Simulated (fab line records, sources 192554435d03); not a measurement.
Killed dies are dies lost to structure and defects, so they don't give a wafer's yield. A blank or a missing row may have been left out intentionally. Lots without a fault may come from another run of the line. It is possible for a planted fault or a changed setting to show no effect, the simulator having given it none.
Chamber matching -- flow n5-finfet -- N5_BEOL_M9_CMP_52 on cmp-03: 4 sister chambers
The step polishes, stops on SiCOH lowk, t overpolish 7 s, target thk 140 nm. 14 wafers are shown with their chamber, then 7 later ones without.

WAFERS PAIRED WITH THEIR CHAMBERS
wafer,chamber,motor-current-A (A),platen-rpm (rpm),time-to-endpoint-s (s)
L074.4,0,7.3,49.97,66
L074.5,1,6.5,50.04,73
L074.6,2,7.2,49.95,70
L076.3,3,7.2,49.96,70
L076.4,0,7.6,49.97,67
L076.6,2,7.1,49.99,74
L078.3,3,7.3,49.98,69
L078.4,2,7.2,49.93,73
L078.5,0,7.6,49.99,64
L077.1,3,7.4,49.97,66
L077.2,1,6.4,50.04,73
L077.6,0,7.1,49.98,65
L080.2,2,7.0,49.94,73
L080.3,1,6.4,50.05,75

SIGNATURES (means of the wafers above)
reading,chamber 0,chamber 1,chamber 2,chamber 3,scatter within a chamber
motor-current-A,7.400,6.433,7.125,7.300,0.153
platen-rpm,49.9775,50.0433,49.9525,49.9700,0.0162
time-to-endpoint-s,65.50,73.67,72.50,68.33,1.59
Rule: a wafer's distance from a chamber is the root of the sum, over the readings, of the square of ((its reading less the chamber's mean) divided by the reading's scatter). If the next closest chamber is less than 2 further off than the closest, the wafer can't be placed; otherwise it belongs to the closest. The scatter: the root of (the sum of the squares of (reading less its chamber's mean) over the shown wafers, divided by (wafers less chambers)).

WAFERS WITH NO CHAMBER GIVEN
wafer,motor-current-A (A),platen-rpm (rpm),time-to-endpoint-s (s)
L080.5,7.1,50.00,75
L088.2,7.4,50.00,66
L088.3,7.5,50.02,64
L088.4,7.3,50.09,67
L089.2,7.3,50.04,69
L089.3,6.5,49.96,74
L089.4,8.0,49.98,65

WHICH CHAMBER EACH ONE RAN IN
wafer,from the rows above,in truth
L080.5,can't be placed: 2 or 3 or 1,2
L088.2,can't be placed: 0 or 3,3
L088.3,can't be placed: 0 or 3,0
L088.4,can't be placed: 0 or 3 or 1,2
L089.2,can't be placed: 3 or 0 or 2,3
L089.3,can't be placed: 2 or 1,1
L089.4,can't be placed: 0 or 3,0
Correct placement for 0 of the 7. Can't be placed from these rows: 7 (the true chamber is among the candidates in 6). 0 placed wrongly.
